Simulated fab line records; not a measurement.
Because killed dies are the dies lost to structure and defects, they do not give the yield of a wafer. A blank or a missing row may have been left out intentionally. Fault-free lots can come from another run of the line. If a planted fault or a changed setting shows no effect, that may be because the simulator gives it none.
Chamber matching | flow n5Finfet | N5_BEOL_M10_ALD_74 on aldMetal-03 has 3 sister chambers
The step deposits TaN, target thk 2 nm, pulse time 2 s, purge time 3 s. 3 wafers are shown with their chamber, then 6 later ones without.

## WAFERS PAIRED WITH THEIR CHAMBERS
wafer  | chamber | heaterPowerOuterW (W)
L080.5 | 1       | 247
L083.2 | 0       | 235
L083.4 | 3       | 268

## WAFERS WITH NO CHAMBER GIVEN
wafer  | heaterPowerOuterW (W)
L083.6 | 232
L084.1 | 239
L084.2 | 272
L089.1 | 233
L089.3 | 264
L089.4 | 242

## THE CHAMBER EACH PASSED THROUGH
wafer  | from the rows above     | in truth
L083.6 | 0                       | 0
L084.1 | can't be placed: 0 or 1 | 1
L084.2 | 3                       | 3
L089.1 | 0                       | 0
L089.3 | 3                       | 3
L089.4 | can't be placed: 1 or 0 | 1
Correct placement for 4 of the 6. Cannot be placed on the basis of these rows: 2; the candidates contain the true chamber in 2. Placed wrongly: 0.
How it was worked out, from the rows above alone: a wafer's distance from a chamber is the root of the sum, over the readings, of the square of ((its reading less the chamber's mean) divided by the reading's scatter). If the next closest chamber is less than 2 further off than the closest, the wafer can't be placed; otherwise it belongs to the closest. Each chamber's mean is taken over the wafers shown for it. The scatter: root of mean squared gap, hidden wafer to nearest shown wafer, with one shown wafer a chamber.
